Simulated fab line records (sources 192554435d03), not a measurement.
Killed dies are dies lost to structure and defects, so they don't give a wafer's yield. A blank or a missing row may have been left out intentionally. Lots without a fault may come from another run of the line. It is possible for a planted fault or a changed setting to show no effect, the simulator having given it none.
Check for tools in common :: flow n5-finfet :: Lots sampled 10, wafers sampled 30

## WHY IT WAS OPENED
Of 10 lots, 3 have the reading V13_OVL flagged at N5_BEOL_M14_OVL_MEAS_11. Wafers without a fault read -2 nm, standard deviation 5.2.
Rule: a lot is flagged in two cases, either no wafer of it has a number, or all its wafers with numbers fall more than 4 standard deviations from that mean. All remaining lots are regarded as sound.

lot: L880
measured: day 11 13:24
on: overlay-02
V13_OVL (nm), wafer by wafer: 1 -2 -2
flag: 

lot: L879
measured: day 11 15:16
on: overlay-01
V13_OVL (nm), wafer by wafer: 0 -10 -10
flag: 

lot: L883
measured: day 12 12:25
on: overlay-02
V13_OVL (nm), wafer by wafer: -1 5 7
flag: 

lot: L884
measured: day 12 18:48
on: overlay-01
V13_OVL (nm), wafer by wafer: -7 -9 -8
flag: 

lot: L886
measured: day 13 17:45
on: overlay-02
V13_OVL (nm), wafer by wafer: -1 1 -5
flag: 

lot: L893
measured: day 15 18:29
on: overlay-02
V13_OVL (nm), wafer by wafer: 51 46 45
flag: FLAGGED

lot: L895
measured: day 15 19:07
on: overlay-02
V13_OVL (nm), wafer by wafer: 44 46 47
flag: FLAGGED

lot: L894
measured: day 15 22:04
on: overlay-02
V13_OVL (nm), wafer by wafer: 46 50 41
flag: FLAGGED

lot: L898
measured: day 17 10:16
on: overlay-02
V13_OVL (nm), wafer by wafer: -1 1 -6
flag: 

lot: L901
measured: day 17 12:29
on: overlay-01
V13_OVL (nm), wafer by wafer: -6 -4 -5
flag: 
Average over the flagged lots: 46 nm; offset from the usual +48 nm, equal to +9 standard deviations.

## WHICH TOOL EACH LOT WENT THROUGH
The record holds 3 process steps before the reading, out of a route of 1938 steps. Every cell lists first the tool, next ch and the chambers used by the sampled wafers, and last the start.
lot: L880
flag: 
N5_BEOL_M13_DESCUM_33: rie-diel-03 ch 1,2,3, day 11 07:14
N5_BEOL_M13_STRIP_37: plasma-asher-02 ch 0,1, day 11 07:51
N5_BEOL_M14_EXPOSE_07: krf-scanner-01 ch 0, day 11 13:12

lot: L879
flag: 
N5_BEOL_M13_DESCUM_33: rie-diel-01 ch 1,3, day 11 07:58
N5_BEOL_M13_STRIP_37: plasma-asher-01 ch 0,1, day 11 08:35
N5_BEOL_M14_EXPOSE_07: krf-scanner-02 ch 0, day 11 15:04

lot: L883
flag: 
N5_BEOL_M13_DESCUM_33: rie-diel-06 ch 2,3, day 12 07:19
N5_BEOL_M13_STRIP_37: plasma-asher-02 ch 0,1, day 12 07:56
N5_BEOL_M14_EXPOSE_07: krf-scanner-02 ch 0, day 12 12:13

lot: L884
flag: 
N5_BEOL_M13_DESCUM_33: rie-diel-03 ch 0,1,2, day 12 14:53
N5_BEOL_M13_STRIP_37: plasma-asher-02 ch 0,1, day 12 15:42
N5_BEOL_M14_EXPOSE_07: krf-scanner-02 ch 0, day 12 18:36

lot: L886
flag: 
N5_BEOL_M13_DESCUM_33: rie-diel-06 ch 0,1,2, day 13 12:59
N5_BEOL_M13_STRIP_37: plasma-asher-01 ch 0,1, day 13 13:37
N5_BEOL_M14_EXPOSE_07: krf-scanner-02 ch 0, day 13 17:32

lot: L893
flag: FLAGGED
N5_BEOL_M13_DESCUM_33: rie-diel-03 ch 0,1, day 15 12:47
N5_BEOL_M13_STRIP_37: plasma-asher-02 ch 1, day 15 13:25
N5_BEOL_M14_EXPOSE_07: krf-scanner-02 ch 0, day 15 18:17

lot: L895
flag: FLAGGED
N5_BEOL_M13_DESCUM_33: rie-diel-01 ch 1,2, day 15 16:20
N5_BEOL_M13_STRIP_37: plasma-asher-01 ch 0,1, day 15 16:59
N5_BEOL_M14_EXPOSE_07: krf-scanner-02 ch 0, day 15 18:55

lot: L894
flag: FLAGGED
N5_BEOL_M13_DESCUM_33: rie-diel-03 ch 1,3, day 15 16:40
N5_BEOL_M13_STRIP_37: plasma-asher-02 ch 0,1, day 15 17:17
N5_BEOL_M14_EXPOSE_07: krf-scanner-02 ch 0, day 15 21:51

lot: L898
flag: 
N5_BEOL_M13_DESCUM_33: rie-diel-03 ch 0,3, day 17 05:08
N5_BEOL_M13_STRIP_37: plasma-asher-01 ch 0,1, day 17 05:46
N5_BEOL_M14_EXPOSE_07: krf-scanner-01 ch 0, day 17 10:05

lot: L901
flag: 
N5_BEOL_M13_DESCUM_33: rie-diel-06 ch 1,3, day 17 05:51
N5_BEOL_M13_STRIP_37: plasma-asher-01 ch 0,1, day 17 06:28
N5_BEOL_M14_EXPOSE_07: krf-scanner-01 ch 0, day 17 12:16
What the steps here do:
- N5_BEOL_M13_DESCUM_33: chemistry O2, time 7.9 s.
- N5_BEOL_M13_STRIP_37: strips in N2/H2.
- N5_BEOL_M14_EXPOSE_07: exposes mask V13.
- N5_BEOL_M14_OVL_MEAS_11

## FLAGGED OVER TOTAL, TOOL BY TOOL (the gauges that took the reading come last)
step: N5_BEOL_M13_DESCUM_33
tool: rie-diel-01
lots run: 2
flagged: 1
share of the flagged lots: some
sound lots run after its first flagged lot: 0

step: N5_BEOL_M13_DESCUM_33
tool: rie-diel-03
lots run: 5
flagged: 2
share of the flagged lots: some
sound lots run after its first flagged lot: 1 (L898)

step: N5_BEOL_M13_DESCUM_33
tool: rie-diel-06
lots run: 3
flagged: 0
share of the flagged lots: none
sound lots run after its first flagged lot: -

step: N5_BEOL_M13_STRIP_37
tool: plasma-asher-01
lots run: 5
flagged: 1
share of the flagged lots: some
sound lots run after its first flagged lot: 2 (L898,L901)

step: N5_BEOL_M13_STRIP_37
tool: plasma-asher-02
lots run: 5
flagged: 2
share of the flagged lots: some
sound lots run after its first flagged lot: 0

step: N5_BEOL_M14_EXPOSE_07
tool: krf-scanner-01
lots run: 3
flagged: 0
share of the flagged lots: none
sound lots run after its first flagged lot: -

step: N5_BEOL_M14_EXPOSE_07
tool: krf-scanner-02
lots run: 7
flagged: 3
share of the flagged lots: all
sound lots run after its first flagged lot: 0

step: N5_BEOL_M14_OVL_MEAS_11
tool: overlay-01
lots run: 3
flagged: 0
share of the flagged lots: none
sound lots run after its first flagged lot: -

step: N5_BEOL_M14_OVL_MEAS_11
tool: overlay-02
lots run: 7
flagged: 3
share of the flagged lots: all
sound lots run after its first flagged lot: 1 (L898)

## THE TABLE: WHAT IT ALLOWS
Rows of the table that ran all the flagged lots, 2 in number: krf-scanner-02 at N5_BEOL_M14_EXPOSE_07; overlay-02 at N5_BEOL_M14_OVL_MEAS_11.
- krf-scanner-02 at N5_BEOL_M14_EXPOSE_07 ran 7 lots, 3 of them flagged. A fault beginning between L886 (day 13 17:32), its last sound lot, and L893 (day 15 18:17), its first flagged one, fits the data.
- overlay-02 at N5_BEOL_M14_OVL_MEAS_11 ran 7 lots, 3 of them flagged. Sound lots ran on it after the first flagged one (L898), which a lasting fault on the whole tool wouldn't allow.
What remains is a single tool, krf-scanner-02 at N5_BEOL_M14_EXPOSE_07.

## WHAT HAD BEEN PUT IN BY THE SIMULATOR
Scanner matching overlay: krf-scanner-02, from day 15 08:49 on, at N5_BEOL_M14_EXPOSE_07. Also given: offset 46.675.
Shown lots that were struck: L893, L895, L894. The rule above reached the same finding.
